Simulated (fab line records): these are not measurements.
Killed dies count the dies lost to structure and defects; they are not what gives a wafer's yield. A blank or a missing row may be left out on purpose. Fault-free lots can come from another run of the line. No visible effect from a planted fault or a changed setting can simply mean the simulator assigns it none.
What tool caused it? + flow nand harc + Sampling: 12 lots, 36 wafers, 5 of 1302 route steps

== WHAT THE GAUGES READ, wafer by wafer ==
NHARC_END_SORT_01.
| lot  | measured     | on        | defect limited yield (%) | killed at array | killed at other | killed at periphery | killed dies | killed open | killed short |
|------|--------------|-----------|--------------------------|-----------------|-----------------|---------------------|-------------|-------------|--------------|
| L464 | day 28 20:47 | prober-01 | 90.8 92.3 91.9           | 56 50 53        | 0 2 0           | 6 0 2               | 62 52 55    | 4 3 3       | 3 3 2        |
| L466 | day 30 00:16 | prober-01 | 89.4 89.2 88.3           | 69 68 68        | 1 1 3           | 2 4 8               | 72 73 79    | 2 5 1       | 1 4 3        |
| L467 | day 30 10:06 | prober-01 | 89.5 87.3 88.9           | 68 81 67        | 0 0 0           | 3 5 8               | 71 86 75    | 7 2 5       | 1 1 0        |
| L474 | day 33 03:01 | prober-01 | 91.3 91.6 87.9           | 51 52 78        | 1 2 3           | 7 3 1               | 59 57 82    | 1 3 6       | 0 0 0        |

== EACH LOT AND THE TOOL THAT RAN IT (in order: tool; ch and the chambers of the sampled wafers; start) ==
| lot  | NHARC_P_M1_PVD_20                       | NHARC_P_M1_CMP_23             | NHARC_P_M2_SOFTBAKE_04            | NHARC_P_M2_DESCUM_14               |
|------|-----------------------------------------|-------------------------------|-----------------------------------|------------------------------------|
| L453 | pvd sputter-02, day 6 14:41 or earlier  | cmp-03 ch 1,2,3, day 6 14:41  | litho track-01 ch 0, day 6 16:00  | rie diel-03 ch 0,1,3, day 6 16:43  |
| L454 | pvd sputter-02, day 7 03:27 or earlier  | cmp-01 ch 1,2,3, day 7 03:27  | litho track-04 ch 0, day 7 04:00  | rie diel-05 ch 0,3, day 7 05:27    |
| L457 | pvd sputter-01, day 8 14:11 or earlier  | cmp-03 ch 0,3, day 8 14:11    | litho track-01 ch 0, day 8 15:00  | rie diel-03 ch 0,3, day 8 16:11    |
| L458 | pvd sputter-01, day 8 15:09 or earlier  | cmp-04 ch 1,2,3, day 8 15:09  | litho track-01 ch 0, day 8 16:00  | rie diel-03 ch 0,1,2, day 8 17:05  |
| L459 | pvd sputter-01, day 9 05:22 or earlier  | cmp-03 ch 0,2,3, day 9 05:22  | litho track-04 ch 0, day 9 06:00  | rie diel-04 ch 0,2,3, day 9 07:16  |
| L464 | pvd sputter-02, day 11 04:19 or earlier | cmp-01 ch 0,2,3, day 11 04:19 | litho track-06 ch 0, day 11 05:00 | rie diel-05 ch 0,1,3, day 11 06:22 |
| L466 | pvd sputter-01, day 12 10:45 or earlier | cmp-01 ch 1,2,3, day 12 10:45 | litho track-06 ch 0, day 12 12:00 | rie diel-03 ch 0,1,2, day 12 12:57 |
| L467 | pvd sputter-03, day 12 11:25 or earlier | cmp-01 ch 0,2,3, day 12 11:25 | litho track-06 ch 0, day 12 12:00 | rie diel-03 ch 0,2,3, day 12 13:28 |
| L472 | pvd sputter-01, day 14 15:59 or earlier | cmp-01 ch 2,3, day 14 15:59   | litho track-06 ch 0, day 14 17:00 | rie diel-05 ch 0,1,3, day 14 17:57 |
| L473 | pvd sputter-03, day 14 22:35 or earlier | cmp-03 ch 0,1,2, day 14 22:35 | litho track-06 ch 0, day 15 00:00 | rie diel-03 ch 1,2, day 15 00:46   |
| L474 | pvd sputter-01, day 15 11:31            | cmp-03 ch 1,3, day 15 12:38   | litho track-04 ch 0, day 15 14:00 | rie diel-05 ch 0,1,2, day 15 14:47 |
| L475 | pvd sputter-01, day 16 03:53 or earlier | cmp-04 ch 1,2,3, day 16 03:53 | litho track-01 ch 0, day 16 05:00 | rie diel-05 ch 0,1,3, day 16 05:43 |
- NHARC_P_M1_PVD_20: deposits TaN, target thk 5 nm, time 8.06 s.
- NHARC_P_M1_CMP_23: polishes, t overpolish 20 s, target thk 157.82 nm.
- NHARC_P_M2_SOFTBAKE_04: time 55 s.
- NHARC_P_M2_DESCUM_14: chemistry O2, time 3 s.

== WHAT THE TOOLS THEMSELVES READ (means of the sampled wafers that have a number; where no wafer has one, the mark that the record gives instead) ==
NHARC_P_M1_PVD_20.
| lot  | tool           | bias v (V) | throttle valve pct (%) |
|------|----------------|------------|------------------------|
| L453 | pvd sputter-02 | 166.4      | 29.1                   |
| L454 | pvd sputter-02 | 168.8      | 28.9                   |
| L457 | pvd sputter-01 | 168.1      | 29.3                   |
| L458 | pvd sputter-01 | 167.8      | 29.4                   |
| L459 | pvd sputter-01 | 168.1      | 29.2                   |
| L464 | pvd sputter-02 | 168.4      | 29.7                   |
| L466 | pvd sputter-01 | 169.5      | 28.3                   |
| L467 | pvd sputter-03 | 166.7      | 30.1                   |
| L472 | pvd sputter-01 | 168.0      | 28.3                   |
| L473 | pvd sputter-03 | 168.9      | 30.3                   |
| L474 | pvd sputter-01 | 168.1      | 29.3                   |
| L475 | pvd sputter-01 | 167.7      | 29.7                   |

NHARC_P_M1_CMP_23.
| lot  | tool   | motor current A (A) | slurry flow ml min | time to endpoint s (s) |
|------|--------|---------------------|--------------------|------------------------|
| L453 | cmp-03 | 11.7                | 150.3              | 27                     |
| L454 | cmp-01 | 12.4                | 149.7              | 28                     |
| L457 | cmp-03 | 11.8                | 150.3              | 30                     |
| L458 | cmp-04 | 11.4                | 149.7              | 32                     |
| L459 | cmp-03 | 11.2                | 149.8              | 26                     |
| L464 | cmp-01 | 12.1                | 149.9              | 30                     |
| L466 | cmp-01 | 12.0                | 150.2              | 26                     |
| L467 | cmp-01 | 12.0                | 150.5              | 26                     |
| L472 | cmp-01 | 12.4                | 149.9              | 26                     |
| L473 | cmp-03 | 10.7                | 150.5              | 34                     |
| L474 | cmp-03 | 12.2                | 149.8              | 28                     |
| L475 | cmp-04 | 11.2                | 150.0              | 29                     |

NHARC_P_M2_SOFTBAKE_04.
| lot  | tool           | chill plate temp C (C) | heater power total W (W) |
|------|----------------|------------------------|--------------------------|
| L453 | litho track-01 | 23.03                  | 188.44                   |
| L454 | litho track-04 | 23.12                  | 188.32                   |
| L457 | litho track-01 | 22.97                  | 188.52                   |
| L458 | litho track-01 | 23.01                  | 188.60                   |
| L459 | litho track-04 | 23.11                  | 188.51                   |
| L464 | litho track-06 | 23.02                  | 193.19                   |
| L466 | litho track-06 | 22.94                  | 193.32                   |
| L467 | litho track-06 | 22.98                  | 193.21                   |
| L472 | litho track-06 | 23.13                  | 188.42                   |
| L473 | litho track-06 | 23.06                  | 188.36                   |
| L474 | litho track-04 | 22.95                  | 188.50                   |
| L475 | litho track-01 | 23.13                  | 188.35                   |

NHARC_P_M2_DESCUM_14.
| lot  | tool        | drypump motor current A (A) | oes product au (a.u.) | rf vpp V (V) | showerhead plenum p Torr (Torr) | throttle valve pct (%) |
|------|-------------|-----------------------------|-----------------------|--------------|---------------------------------|------------------------|
| L453 | rie diel-03 | 5.3                         | 0.996                 | 57.1         | 1.89                            | 11.305                 |
| L454 | rie diel-05 | 5.5                         | 1.009                 | 58.4         | 1.96                            | 11.308                 |
| L457 | rie diel-03 | 5.0                         | 1.019                 | 58.0         | 1.89                            | 11.307                 |
| L458 | rie diel-03 | 5.6                         | 1.010                 | 56.9         | 1.88                            | 11.311                 |
| L459 | rie diel-04 | 5.8                         | 0.997                 | 58.9         | 1.94                            | 11.307                 |
| L464 | rie diel-05 | 5.7                         | 1.006                 | 57.6         | 1.93                            | 11.316                 |
| L466 | rie diel-03 | 5.6                         | 0.995                 | 58.2         | 1.88                            | 11.306                 |
| L467 | rie diel-03 | 5.2                         | 0.998                 | 56.9         | 1.87                            | 11.319                 |
| L472 | rie diel-05 | 5.7                         | 1.014                 | 58.1         | 1.93                            | 11.312                 |
| L473 | rie diel-03 | 5.8                         | 0.991                 | 57.7         | 1.85                            | 11.303                 |
| L474 | rie diel-05 | 5.3                         | 1.005                 | 57.8         | 1.90                            | 11.314                 |
| L475 | rie diel-05 | 5.7                         | 1.012                 | 57.2         | 1.93                            | 11.309                 |

== THE ANSWER, worked out from the rows above alone ==
Rule: usual is defined by the lots themselves. The widest of any qualifying gaps counts: lots, ordered by their means at a reading, are off when they make up no more than a third of the lots, leave a main group of 4 or more, and stand apart from it by 3 or more times the standard deviation of that group's means. Not used: any main group whose means are identical at the precision the tables above print for the reading. A lot without any number at a reading at which 4 lots or more have one is off too. Any other lot the step has rows for is counted as sound. The gauges are gone through in route order, then the tools' own readings, and for those a lot's mean is taken as printed above. At the first step where some lot is off, the reading lying furthest off is the one used; lots without a number count as furthest.
Off, at NHARC_P_M2_SOFTBAKE_04 on heater power total W: L464, L466, L467. Mean 188.45 W and standard deviation 0.088 in the main group.
If a tool, at that step or one of the process steps before it, ran each lot that is off and ran no sound lot following the first of them, it fits. With no start given for some of its lots, NHARC_P_M1_PVD_20 uses the hours and lot order of NHARC_P_M1_CMP_23. None of those tried fits.

== WHAT HAD BEEN PUT IN BY THE SIMULATOR ==
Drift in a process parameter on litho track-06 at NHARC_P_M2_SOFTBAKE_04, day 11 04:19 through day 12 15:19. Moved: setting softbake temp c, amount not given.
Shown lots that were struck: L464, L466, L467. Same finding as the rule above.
